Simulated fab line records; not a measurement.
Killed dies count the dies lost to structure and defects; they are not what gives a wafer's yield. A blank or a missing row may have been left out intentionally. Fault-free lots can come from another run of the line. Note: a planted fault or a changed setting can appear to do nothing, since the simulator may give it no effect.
fab line records	flow nand_harc
[record] lots = 13	wafers = 39	last_day = 25
route steps=1159 shown A_SLIT@792 A_WL_FILL@809 END@1159
lots untouched by any fault: they come from a run of this same line in which no faults occurred
start_h: hours from the record's first day to the start of the lot's first wafer shown	wait_h: hours from the lot's prior step to this one	" as in the row above	L1.1+2: a row that stands for several wafers	- no value, or no start given	* or withheld: withheld	< > ~ a bound
route shown NAME@n: a module of which the file shows steps, and the number in the route of the first	usual: mean/standard deviation taken from wafers without a fault	same: alike in all rows	chamber/n: place in a boat	sites: readings site by site	_std_site: standard deviation across them	_edge_site: the outer-site mean with the inner-site mean subtracted	radius_mm: how far each site lies from the wafer's centre	mask NAME#n: copy n	behind: the tool/chamber that last shaped the wafer	hold: cause of the lot's hold/its duration in hours/its outcome	device: the n, p or np transistor that did not switch	end of line: the tests these same wafers got at the end of their route	a step given without rows: its recipe and nothing more	killed: at the first sort, the dies lost to defects and structure; wafer yield is something else	map: per-die view of a wafer (x killed, . not killed, _ where there is no die)
set.NAME: the setting as run; set.NAME@STEP: as run at that earlier step	model.NAME: the simulator's own value behind a step, which no gauge read
one table for each step of the route and one row for each wafer, over a sample of lots
services: when a tool's chamber went out of use (start_h, in hours from the record's first day, below 0 if earlier), for how many hours, and the reason
[[steps]]
[step NHARC_A_SLIT_INSPECT_11]
[usual] raw_defect_count = 21/12
lot.wafer	tool	chamber	start_h	wait_h	raw_defect_count
L704.4	defect_inspect-01	-	324.38	0.0	3
L704.5	"	-	"	"	10
L704.6	"	-	"	"	12
L703.1	defect_inspect-02	-	327.67	0.0	9
L703.2	"	-	"	"	6
L703.6	"	-	"	"	5
L709.3	defect_inspect-01	-	346.57	0.0	32
L709.5	"	-	"	"	15
L709.6	"	-	"	"	27
L708.1	defect_inspect-01	-	346.81	0.0	8
L708.3	"	-	"	"	9
L708.4	"	-	"	"	11
L712.1	defect_inspect-02	-	374.80	0.0	12
L712.4	"	-	"	"	11
L712.6	"	-	"	"	11
L717.4	defect_inspect-01	-	394.16	0.0	53
L717.5	"	-	"	"	40
L717.6	"	-	"	"	40
L715.1	defect_inspect-02	-	405.91	0.1	20
L715.4	"	-	"	"	16
L715.5	"	-	"	"	16
L716.1	defect_inspect-02	-	417.29	0.1	33
L716.2	"	-	"	"	36
L716.4	"	-	"	"	32
L720.2	defect_inspect-01	-	419.35	0.0	20
L720.3	"	-	"	"	9
L720.6	"	-	"	"	17
L722.3	defect_inspect-02	-	432.96	0.0	39
L722.5	"	-	"	"	35
L722.6	"	-	"	"	39
L721.1	defect_inspect-01	-	434.90	0.0	9
L721.3	"	-	"	"	19
L721.4	"	-	"	"	10
L725.1	defect_inspect-01	-	453.35	0.0	26
L725.2	"	-	"	"	18
L725.4	"	-	"	"	20
L726.1	defect_inspect-02	-	464.30	0.0	14
L726.2	"	-	"	"	15
L726.4	"	-	"	"	17
[step NHARC_A_SLIT_STRIP_18]
[recipe] o2_flow_sccm = 500	ar_flow_sccm = 0	bias_w = 0	chemistry = O2
[usual] drypump_motor_current_A = 5.8/0.5	mfc_ar_sccm = 0.013/0.012	o2_flow_sccm = 500.3/1.4	oes_product_au = 1.001/0.011	rf_vpp_V = 57.7/1	showerhead_plenum_p_Torr = 3.53/0.18	throttle_valve_pct = 17.036/0.0085
lot.wafer	tool	chamber	start_h	wait_h	drypump_motor_current_A	mfc_ar_sccm	o2_flow_sccm	oes_product_au	rf_hours_counter_h	rf_vpp_V	showerhead_plenum_p_Torr	throttle_valve_pct
L704.4	rie_diel-01	2	-	-	6.1	0.027	501.4	1.008	0	56.7	3.37	17.042
L704.6	"	2	"	"	6.0	0.027	497.6	1.004	-	56.6	3.38	17.034
L704.5	"	3	"	"	5.8	0.032	501.3	1.010	-	58.6	3.45	17.029
L703.2	rie_diel-08	2	-	-	5.3	0	496.8	0.997	1	57.1	3.42	17.039
L703.1	"	0	"	"	6.4	0	499.0	1.000	2	58.4	3.50	17.032
L703.6	"	3	"	"	5.6	0	501.0	0.981	-	57.7	3.54	17.047
L709.3	rie_diel-01	2	-	-	6.0	0.027	499.9	1.013	1	56.4	3.37	17.027
L709.6	"	3	"	"	5.8	0.032	500.9	1.019	-	57.0	3.45	17.046
L709.5	"	0	"	"	6.1	0.027	500.0	1.012	-	55.2	3.32	17.028
L708.1	rie_diel-12	2	-	-	5.8	0.010	498.4	0.994	11	58.3	3.78	17.040
L708.4	"	3	"	"	5.0	0	501.4	0.983	11	57.1	3.37	17.051
L708.3	"	0	"	"	6.5	0.010	500.2	1.004	12	58.4	3.78	17.038
L712.1	rie_diel-08	3	-	-	5.7	0	497.4	0.988	7	58.4	3.53	17.038
L712.4	"	0	"	"	6.3	0	501.4	0.999	6	56.1	3.49	17.041
L712.6	"	1	"	"	6.0	0.013	500.4	1.008	-	56.9	3.31	17.031
L717.4	rie_diel-01	1	-	-	4.8	0.014	500.0	0.998	5	58.3	3.73	17.035
L717.5	"	1	"	"	4.8	0.014	500.5	0.997	-	58.2	3.73	17.035
L717.6	"	2	"	"	6.0	0.027	498.0	1.007	-	58.1	3.37	17.052
L715.4	rie_diel-01	2	-	-	6.0	0.027	502.1	1.009	6	59.0	3.37	17.049
L715.1	"	3	"	"	5.8	0.032	502.5	1.017	6	57.7	3.45	17.037
L715.5	"	1	"	"	4.8	0.014	499.4	0.993	-	57.7	3.73	17.053
L716.4	rie_diel-08	2	-	-	5.4	0	502.1	1.005	8	57.3	3.41	17.035
L716.1	"	3	"	"	5.7	0	501.1	0.988	9	59.4	3.53	17.018
L716.2	"	0	"	"	6.3	0	500.2	0.999	8	57.6	3.49	17.040
L720.2	rie_diel-08	0	-	-	6.3	0	500.0	0.999	8	58.7	3.49	17.040
L720.3	"	2	"	"	5.4	0	500.4	0.995	8	56.7	3.41	17.017
L720.6	"	0	"	"	6.3	0	498.7	1.013	-	57.7	3.49	17.043
L722.3	rie_diel-08	2	-	-	5.4	0	501.1	0.996	9	55.2	3.41	17.045
L722.6	"	1	"	"	6.0	0.013	499.5	0.995	-	57.6	3.31	17.052
L722.5	"	2	"	"	5.3	0	501.1	0.983	-	58.8	3.41	17.036
L721.1	rie_diel-01	2	-	-	6.0	0.027	501.7	1.009	8	57.2	3.37	17.029
L721.3	"	3	"	"	5.8	0.032	501.1	1.011	8	55.1	3.44	17.031
L721.4	"	1	"	"	4.8	0.014	499.4	1.009	9	60.3	3.73	17.034
L725.4	rie_diel-01	1	-	-	4.8	0.014	498.2	1.006	10	57.5	3.73	17.034
L725.1	"	3	"	"	5.8	0.032	500.4	1.031	9	57.1	3.44	17.041
L725.2	"	0	"	"	6.0	0.027	499.2	1.013	9	56.2	3.32	17.024
L726.2	rie_diel-12	2	-	-	5.9	0.010	500.4	0.994	7	59.1	3.78	17.037
L726.1	"	0	"	"	6.5	0.010	500.5	0.997	8	57.8	3.77	17.032
L726.4	"	1	"	"	6.3	0	500.8	1.004	8	59.1	3.75	17.029
[step NHARC_A_WL_FILL_ALD_00]
[recipe] target_thk_a = 30	pulse_time_s = 3	ald_cycles = 30	temp_c = 300	material = Al2O3
[usual] ald_cycles = 30/0	heater_power_w = 496/48	precursor_pulse_height_rel = 0.998/0.021
lot.wafer	tool	chamber	start_h	wait_h	ald_cycles	heater_power_w	precursor_pulse_height_rel
L704.4	ald_hk-01	1	334.77	1.2	30	504	0.992
L704.5	"	2	"	"	30	544	0.998
L704.6	"	3	"	"	30	454	0.985
L703.1	ald_hk-03	2	338.98	0.1	30	577	0.979
L703.2	"	3	"	"	30	477	0.980
L703.6	"	0	"	"	30	410	0.993
L709.3	ald_hk-03	3	355.85	0.1	30	465	0.993
L709.6	"	3	"	"	30	470	0.974
L709.5	"	0	"	"	30	401	1.019
L708.1	ald_hk-02	1	355.90	0.1	30	487	1.062
L708.3	"	2	"	"	30	513	1.025
L708.4	"	3	"	"	30	453	0.981
L712.4	ald_hk-03	1	386.46	0.2	30	502	1.005
L712.1	"	2	"	"	30	587	1.030
L712.6	"	0	"	"	30	414	1.015
L717.4	ald_hk-01	0	404.47	0.1	30	448	0.999
L717.6	"	0	"	"	30	442	1.035
L717.5	"	1	"	"	30	486	0.975
L715.4	ald_hk-02	3	418.64	1.2	30	457	0.979
L715.1	"	1	"	"	30	508	1.048
L715.5	"	0	"	"	43	584	0.973
L716.2	ald_hk-02	0	427.35	0.1	43	574	1.021
L716.4	"	1	"	"	30	493	1.037
L716.1	"	2	"	"	30	498	1.007
L720.2	ald_hk-03	1	430.70	0.1	30	497	0.998
L720.3	"	2	"	"	30	596	1.024
L720.6	"	1	"	"	30	498	0.981
L722.3	ald_hk-01	1	447.47	0.1	30	510	1.009
L722.5	"	2	"	"	30	521	0.985
L722.6	"	3	"	"	30	440	1.003
L721.4	ald_hk-01	1	450.77	0.1	30	510	0.998
L721.3	"	2	"	"	30	529	0.974
L721.1	"	0	"	"	30	445	0.987
L725.2	ald_hk-03	0	464.49	0.1	30	421	1.010
L725.4	"	1	"	"	30	495	0.989
L725.1	"	2	"	"	30	590	0.986
L726.4	ald_hk-03	2	479.52	3.1	30	591	0.964
L726.1	"	3	"	"	30	479	1.040
L726.2	"	0	"	"	30	422	1.000
[step NHARC_A_WL_FILL_ALD_02]
[recipe] target_thk_a = 20	pulse_time_s = 3	ald_cycles = 100	temp_c = 450	material = TiN
[usual] ald_cycles = 100/0	heater_power_w = 1080/88	precursor_pulse_height_rel = 1.000/0.02
lot.wafer	tool	chamber	start_h	wait_h	ald_cycles	heater_power_w	precursor_pulse_height_rel
L704.4	ald_metal-02	0	335.23	0.1	100	1115	1.027
L704.6	"	3	"	"	100	1116	1.051
L704.5	"	0	"	"	100	1145	1.016
L703.1	ald_metal-01	0	339.41	0.2	100	1005	0.997
L703.2	"	3	"	"	100	1239	0.970
L703.6	"	1	"	"	100	998	1.013
L708.1	ald_metal-04	0	356.56	0.2	100	970	0.978
L708.4	"	1	"	"	100	1186	1.025
L708.3	"	3	"	"	100	1148	0.991
L709.3	ald_metal-01	2	356.59	0.2	100	1063	1.022
L709.5	"	3	"	"	100	1248	0.986
L709.6	"	0	"	"	100	1004	1.009
L712.1	ald_metal-01	1	386.98	0.3	100	1005	0.994
L712.4	"	2	"	"	100	1055	1.026
L712.6	"	3	"	"	100	1253	0.983
L717.4	ald_metal-04	2	405.14	0.2	100	1031	1.029
L717.6	"	2	"	"	100	1016	0.971
L717.5	"	3	"	"	100	1155	0.995
L715.1	ald_metal-01	0	419.11	0.2	100	1032	0.990
L715.5	"	0	"	"	100	1055	1.020
L715.4	"	1	"	"	100	1005	0.995
L716.4	ald_metal-01	2	427.82	0.1	100	1102	1.003
L716.2	"	3	"	"	100	1223	1.029
L716.1	"	1	"	"	100	1023	0.978
L720.3	ald_metal-04	2	431.18	0.1	100	1091	0.985
L720.2	"	0	"	"	100	1018	0.992
L720.6	"	0	"	"	100	1017	0.976
L722.3	ald_metal-04	0	447.87	0.1	100	1017	0.986
L722.5	"	0	"	"	100	1006	1.018
L722.6	"	1	"	"	100	1182	1.022
L721.3	ald_metal-04	3	451.25	0.1	100	1195	0.988
L721.4	"	1	"	"	100	1179	1.020
L721.1	"	2	"	"	100	1063	1.005
L725.2	ald_metal-04	1	465.00	0.2	100	1180	0.973
L725.4	"	2	"	"	100	1039	0.989
L725.1	"	3	"	"	100	1198	0.988
L726.2	ald_metal-02	2	480.04	0.2	100	904	1.052
L726.1	"	3	"	"	100	1174	1.011
L726.4	"	0	"	"	100	1095	1.017
[step NHARC_END_SORT_01]
[recipe] temp_c = 25
[usual] killed_at_array = 28/11	killed_at_other = 0.5/0.85	killed_at_periphery = 2.7/1.9	killed_dies = 32/12	killed_open = 3.3/1.6	killed_short = 2.1/1.5
[same] gross_dies = 677
lot.wafer	tool	chamber	start_h	wait_h	killed_at_array	killed_at_other	killed_at_periphery	killed_dies	killed_open	killed_short
L717.4	prober-02	0	515.32	3.4	44	0	4	48	5	1
L717.5	prober-02	0	516.11	3.7	45	1	3	49	5	4
L717.6	prober-02	0	516.90	3.9	48	0	2	50	2	3
// killed by level:class
L717.4 A_CHANNEL_HOLE_D1:chamber_film_flake=14 A_STAIRCASE:chamber_film_flake=12 A_SLIT:chamber_film_flake=11 P_M0:geometric_particle:open=2 A_ZERO_WELL:chamber_film_flake=2 P_CONTACT:geometric_particle:short=1 A_SOURCE_PLATE:geometric_particle:open=1 A_ONON_D1:geometric_particle:open=1
L717.5 A_CHANNEL_HOLE_D1:chamber_film_flake=15 A_SLIT:chamber_film_flake=13 A_STAIRCASE:chamber_film_flake=6 A_CONTACT:geometric_particle:open=2 P_CONTACT:geometric_particle:open=1 P_M0:geometric_particle:open=1 A_ONON_D1:geometric_particle:short=1 A_CHANNEL_HOLE_D1:geometric_particle:short=1
L717.6 A_SLIT:chamber_film_flake=13 A_CHANNEL_HOLE_D1:chamber_film_flake=12 A_STAIRCASE:chamber_film_flake=7 A_CONTACT:chamber_film_flake=6 A_CHANNEL_FILL_D1:chamber_film_flake=3 A_SOURCE_PLATE:geometric_particle:short=1 A_ONON_D1:geometric_particle:open=1 A_WL_FILL:geometric_particle:short=1
[[services]]
tool	chamber	start_h	hours	kind
ald_metal-04	1	305.97	6.3	repair
rie_diel-01	-	314.85	9.0	pm
rie_diel-01	0	314.85	9.0	vent_cycle
rie_diel-01	1	314.85	9.0	vent_cycle
ald_hk-03	-	322.30	10.0	pm
rie_diel-12	-	322.54	0.5	repair
rie_diel-08	2	323.80	4.1	repair
rie_diel-12	1	325.28	4.4	repair
rie_diel-01	-	344.61	0.8	repair
ald_metal-02	-	364.00	10.0	pm
rie_diel-12	-	379.48	9.0	pm
rie_diel-08	2	404.82	6.8	repair
ald_metal-04	-	406.00	10.0	pm
ald_metal-01	3	408.07	18.1	repair
rie_diel-01	2	417.81	4.4	repair
ald_metal-04	1	427.43	10.6	repair
rie_diel-08	1	429.20	4.5	repair
ald_metal-04	-	437.99	1.7	repair
rie_diel-08	2	448.00	11.9	repair
ald_metal-01	-	458.35	10.0	pm
ald_hk-02	-	459.52	10.0	pm
rie_diel-08	0	460.50	2.8	repair
rie_diel-08	2	468.44	9.8	repair
rie_diel-08	-	478.81	9.0	pm
[[key]]
[first_sign] step = NHARC_A_WL_FILL_ALD_00	reading = ald_cycles	direction = up	sigmas = 99+	usual = 30	struck = 43
effect none on later readings
met_at NHARC_A_WL_FILL_ALD_00
struck_lots L715,L716
struck_wafers L715.5,L716.2
tester_left_out L715,L716
not_acting_at NHARC_A_SLIT_INSPECT_11,NHARC_A_SLIT_STRIP_18,NHARC_A_WL_FILL_ALD_02
[fault] kind = process_parameter_drift	tool = ald_hk-02	chamber = 0	onset_h = 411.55	steps = NHARC_A_WL_FILL_ALD_00	channel = ald_cycles	offset = 13	shape = step	end_h = 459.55	acts_in = these_recipes_only	stated = 30
// tester_left_out: of these lots the tester's yield and bins aren't shown, on N5 and GAA mostly nor the transistor test; their killed dies are dies lost to structure and defects alone, not to doping, threshold or leakage, so they don't give the yield
